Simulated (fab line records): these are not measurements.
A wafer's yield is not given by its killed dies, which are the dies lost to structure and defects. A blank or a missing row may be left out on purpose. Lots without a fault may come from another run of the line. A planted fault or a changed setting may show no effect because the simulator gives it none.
Comparing a struck lot with a sound one ; flow nand harc ; 15 out of 1302 route steps
Sound: these wafers, L200.1, L200.2, L200.5. Struck: wafers L213.4, L213.6. (L213.1 of the same lot was not struck and is left out.) The cause comes at the end.
Order at every step that has rows: each side's tool, ch and its chambers, its first start. Under that, the readings that differ: sound wafers ; struck wafers ; difference of the means ; sigmas: that difference in standard deviations of wafers without a fault.
alike: readings with means less than 2 such deviations apart, plus words and numbers identical on both sides. not compared: withheld readings, readings lacking a value on some wafer, bounds such as >300 that could conceal the same value, and numbers that have no deviation in the record and whose values overlap.
The two part at a step that has a row with sigmas, a row that says differs or no value, or rows on one side only. Numbers that don't overlap but have no deviation are shown without sigmas and don't part them. Lack of a reading on every wafer of one side parts them only where that side has two or more wafers.

first, 1 step without rows for these wafers: NHARC_A_CHANNEL_HOLE_D2_XSEM_32.
NHARC_A_CHANNEL_HOLE_D2_INSPECT_40:
  struck on defect inspect-01, day 19 16:32; sound on defect inspect-02, day 14 01:00
  alike: raw defect count
then, 4 steps without rows for these wafers: NHARC_A_CHANNEL_FILL_D2_PRECLEAN_00 (cleans in SC1); NHARC_A_CHANNEL_FILL_D2_SRD_01; NHARC_A_CHANNEL_FILL_D2_ALD_02 (deposits SiO2, target thk 6 nm, pulse time 10 s, ald cycles 60); NHARC_A_CHANNEL_FILL_D2_ALD_03 (deposits SiNx, target thk 6 nm, pulse time 60 s, ald cycles 58).
NHARC_A_CHANNEL_FILL_D2_ALD_14: deposits SiO2, target thk 2.5 nm, pulse time 10 s, ald cycles 25.
  sound on ald hk-04 ch 1,2, day 14 08:14; struck on ald hk-03 ch 0, day 19 23:56
  alike: heater power outer w, heater power w, precursor pulse height rel
NHARC_A_CHANNEL_FILL_D2_ALD_15: deposits SiNx, target thk 2 nm, pulse time 60 s, ald cycles 19.
  sound on ald sin batch-03 ch 0; struck on ald sin batch-01 ch 0
  alike: chamber pressure Torr, precursor pulse height rel
NHARC_A_CHANNEL_FILL_D2_ALD_16: deposits SiO2, target thk 1.5 nm, pulse time 10 s, ald cycles 15.
  sound on ald hk-03 ch 1,3, day 14 13:26; struck on ald hk-03 ch 1, day 20 04:53
  alike: heater power outer w, heater power w, precursor pulse height rel
then, 2 steps without rows for these wafers: NHARC_A_CHANNEL_FILL_D2_ANNEAL_17 (time 1800 s); NHARC_A_CHANNEL_FILL_D2_CVD_18 (deposits poly-Si, target thk 3 nm).
NHARC_A_CHANNEL_FILL_D2_ETCHBACK_19: etches the open film in HBr/Cl2, target depth 5 nm, time 1.7 s.
  sound on rie si-02 ch 1,2, day 15 01:14; struck on rie si-05 ch 3, day 20 16:13
reading;sound;struck;difference;sigmas
oes product au (a.u.);1.010 1.019 1.026;1.000 0.984;-0.026;-2
  alike: drypump motor current A, he backside leak sccm, throttle valve pct
  not compared: rf hours counter h
NHARC_A_CHANNEL_FILL_D2_ETCHBACK_20: etches the open film in C4F8/O2/Ar, target depth 27 nm, time 13.5 s.
  sound on rie diel-11 ch 0,1, day 15 01:23; struck on rie diel-11 ch 0,2, day 20 16:20
reading;sound;struck;difference;sigmas
run length s (s);34.4 34.3 34.3;29.7 30.3;-4.3;-11
  alike: oes product au, rf vpp V
  not compared: rf hours counter h
NHARC_A_CHANNEL_FILL_D2_STRIP_28: strips in O2, time 20 s.
  sound on rie diel-11 ch 0,1,3, day 15 01:28; struck on rie diel-11 ch 1,3, day 20 16:27
  alike: drypump motor current A, oes product au, rf vpp V, showerhead plenum p Torr, throttle valve pct
  not compared: rf hours counter h
-- jump in the record: it breaks off in module A_CHANNEL_FILL_D2 and resumes in module END (first step shown: number 1302 of the route), and 10 days separate the struck wafers' starts before and after --
NHARC_END_SORT_01:
  here the record holds rows for the struck wafers (prober-01 ch 0, day 30 19:39) but none for the sound ones

WHERE THEY PART
Earliest at NHARC_A_CHANNEL_FILL_D2_ETCHBACK_19; latest, in this record, at NHARC_END_SORT_01.

WHY: what had been put in by the simulator
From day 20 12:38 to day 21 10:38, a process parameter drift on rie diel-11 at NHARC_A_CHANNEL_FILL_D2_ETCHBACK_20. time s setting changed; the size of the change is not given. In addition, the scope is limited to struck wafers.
